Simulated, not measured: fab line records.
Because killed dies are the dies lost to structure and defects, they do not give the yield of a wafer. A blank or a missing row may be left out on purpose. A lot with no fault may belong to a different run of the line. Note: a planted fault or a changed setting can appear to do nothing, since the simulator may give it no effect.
Split-lot study / flow n5_finfet / 7 lots, 21 wafers read, on a route of 1938 steps

## ON THE SPLIT
At N5_BEOL_M0_SAQP_PECVD_00 (deposits SiCN from 3MS/NH3, target thk 8 nm, time 14 s), the setting time_s was moved away from the recipe's 14 s on 7 of the 21 wafers read, by -11.9% to +14.5%. The other wafers ran this setting at the recipe's value.

The reading comes from the split's own step.

## THE READING
SiCN_of_BEOL_M0_SAQP_PECVD_00.thk_nm (the simulator's own value, which no gauge read), in nm, at N5_BEOL_M0_SAQP_PECVD_00 (deposits SiCN from 3MS/NH3, target thk 8 nm, time 14 s). There is no usual value for it anywhere in the file. Average 8.1 nm, standard deviation 0.23 nm, over the 14 wafers here run with the recipe.

wafer=L076.4; tool, chamber at the split=pecvd-04, 0; time_s as run, s=16.03; against the recipe=+14.5%; SiCN_of_BEOL_M0_SAQP_PECVD_00.thk_nm, nm=9; against lot-mates on the recipe=+1.1
wafer=L076.5; tool, chamber at the split=pecvd-04, 1; time_s as run, s=14; against the recipe=recipe; SiCN_of_BEOL_M0_SAQP_PECVD_00.thk_nm, nm=7.8; against lot-mates on the recipe=-
wafer=L076.6; tool, chamber at the split=pecvd-04, 2; time_s as run, s=14; against the recipe=recipe; SiCN_of_BEOL_M0_SAQP_PECVD_00.thk_nm, nm=8; against lot-mates on the recipe=-
wafer=L079.2; tool, chamber at the split=pecvd-04, 2; time_s as run, s=13.24; against the recipe=-5.4%; SiCN_of_BEOL_M0_SAQP_PECVD_00.thk_nm, nm=7.6; against lot-mates on the recipe=-0.6
wafer=L079.3; tool, chamber at the split=pecvd-04, 0; time_s as run, s=14; against the recipe=recipe; SiCN_of_BEOL_M0_SAQP_PECVD_00.thk_nm, nm=8.2; against lot-mates on the recipe=-
wafer=L079.4; tool, chamber at the split=pecvd-04, 1; time_s as run, s=13.24; against the recipe=-5.4%; SiCN_of_BEOL_M0_SAQP_PECVD_00.thk_nm, nm=7.4; against lot-mates on the recipe=-0.8
wafer=L080.1; tool, chamber at the split=pecvd-01, 1; time_s as run, s=15.37; against the recipe=+9.8%; SiCN_of_BEOL_M0_SAQP_PECVD_00.thk_nm, nm=8.6; against lot-mates on the recipe=+0.4
wafer=L080.3; tool, chamber at the split=pecvd-01, 2,0; time_s as run, s=14; against the recipe=recipe; SiCN_of_BEOL_M0_SAQP_PECVD_00.thk_nm, nm=8.2; against lot-mates on the recipe=-
wafer=L080.6; tool, chamber at the split=pecvd-01, 2,0; time_s as run, s=14; against the recipe=recipe; SiCN_of_BEOL_M0_SAQP_PECVD_00.thk_nm, nm=8.2; against lot-mates on the recipe=-
wafer=L084.1; tool, chamber at the split=pecvd-04, 2; time_s as run, s=14; against the recipe=recipe; SiCN_of_BEOL_M0_SAQP_PECVD_00.thk_nm, nm=7.8; against lot-mates on the recipe=-
wafer=L084.4; tool, chamber at the split=pecvd-04, 2; time_s as run, s=14; against the recipe=recipe; SiCN_of_BEOL_M0_SAQP_PECVD_00.thk_nm, nm=7.8; against lot-mates on the recipe=-
wafer=L084.2; tool, chamber at the split=pecvd-04, 1; time_s as run, s=15.33; against the recipe=+9.5%; SiCN_of_BEOL_M0_SAQP_PECVD_00.thk_nm, nm=8.4; against lot-mates on the recipe=+0.6
wafer=L087.2; tool, chamber at the split=pecvd-03, 2; time_s as run, s=14; against the recipe=recipe; SiCN_of_BEOL_M0_SAQP_PECVD_00.thk_nm, nm=8.4; against lot-mates on the recipe=-
wafer=L087.4; tool, chamber at the split=pecvd-03, 2; time_s as run, s=14; against the recipe=recipe; SiCN_of_BEOL_M0_SAQP_PECVD_00.thk_nm, nm=8.4; against lot-mates on the recipe=-
wafer=L087.3; tool, chamber at the split=pecvd-03, 0; time_s as run, s=14; against the recipe=recipe; SiCN_of_BEOL_M0_SAQP_PECVD_00.thk_nm, nm=8.2; against lot-mates on the recipe=-
wafer=L088.3; tool, chamber at the split=pecvd-04, 0,2; time_s as run, s=12.34; against the recipe=-11.9%; SiCN_of_BEOL_M0_SAQP_PECVD_00.thk_nm, nm=6.8; against lot-mates on the recipe=-0.8
wafer=L088.5; tool, chamber at the split=pecvd-04, 0,2; time_s as run, s=12.34; against the recipe=-11.9%; SiCN_of_BEOL_M0_SAQP_PECVD_00.thk_nm, nm=6.8; against lot-mates on the recipe=-0.8
wafer=L088.4; tool, chamber at the split=pecvd-04, 1; time_s as run, s=14; against the recipe=recipe; SiCN_of_BEOL_M0_SAQP_PECVD_00.thk_nm, nm=7.6; against lot-mates on the recipe=-
wafer=L092.1; tool, chamber at the split=pecvd-03, 0,1; time_s as run, s=14; against the recipe=recipe; SiCN_of_BEOL_M0_SAQP_PECVD_00.thk_nm, nm=8; against lot-mates on the recipe=-
wafer=L092.2; tool, chamber at the split=pecvd-03, 0,1; time_s as run, s=14; against the recipe=recipe; SiCN_of_BEOL_M0_SAQP_PECVD_00.thk_nm, nm=8; against lot-mates on the recipe=-
wafer=L092.3; tool, chamber at the split=pecvd-03, 2; time_s as run, s=14; against the recipe=recipe; SiCN_of_BEOL_M0_SAQP_PECVD_00.thk_nm, nm=8.2; against lot-mates on the recipe=-
When a row names more than one chamber, that row covers several wafers, and the file does not tell which wafer ran in which chamber.

FIT RESULTS
A straight line over all 21 wafers: SiCN_of_BEOL_M0_SAQP_PECVD_00.thk_nm changes by +0.0788 nm for each +1% of time_s; r = +0.90; the points scatter about the line by 0.24 nm.
The same after taking each lot's own level away (the mean of its wafers on the recipe; 21 wafers): +0.0708 nm for each +1%; r = +0.95; scatter 0.14 nm.
The reading moves by 1 nm for the largest change in time_s, on that fit.
Measured against the standard deviation above, the lots' own levels, which go from 7.60 to 8.33 nm, span 3.2 times it.
Hence the slope depends on the lot-to-lot level, as the two fits are not the same.
Check: for one of the wafers moved furthest among these (+14.5%), held out of the fit, the line's prediction against its lot-mates is +0.928 nm. Against them it came out at +1.1 nm.

## THESE WAFERS: OTHER SPLITS
Note: prior to the reading, these wafers also went through further splits. Each is held against what the fit with the lots' levels taken away leaves over:
other split on the same wafers=N5_MOL_CONTACT_COAG_EXPOSE_05 dose_mj; wafers away from the commonest value=8; r with SiCN_of_BEOL_M0_SAQP_PECVD_00.thk_nm (lot level and that fit taken away)=-0.17
other split on the same wafers=N5_MOL_CONTACT_COAG_EXPOSE_37 dose_mj; wafers away from the commonest value=8; r with SiCN_of_BEOL_M0_SAQP_PECVD_00.thk_nm (lot level and that fit taken away)=+0.29

## FILE'S OWN FIT
SiCN_of_BEOL_M0_SAQP_PECVD_00.thk_nm changes by +0.0686 nm for each +1% of time_s, r = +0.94.
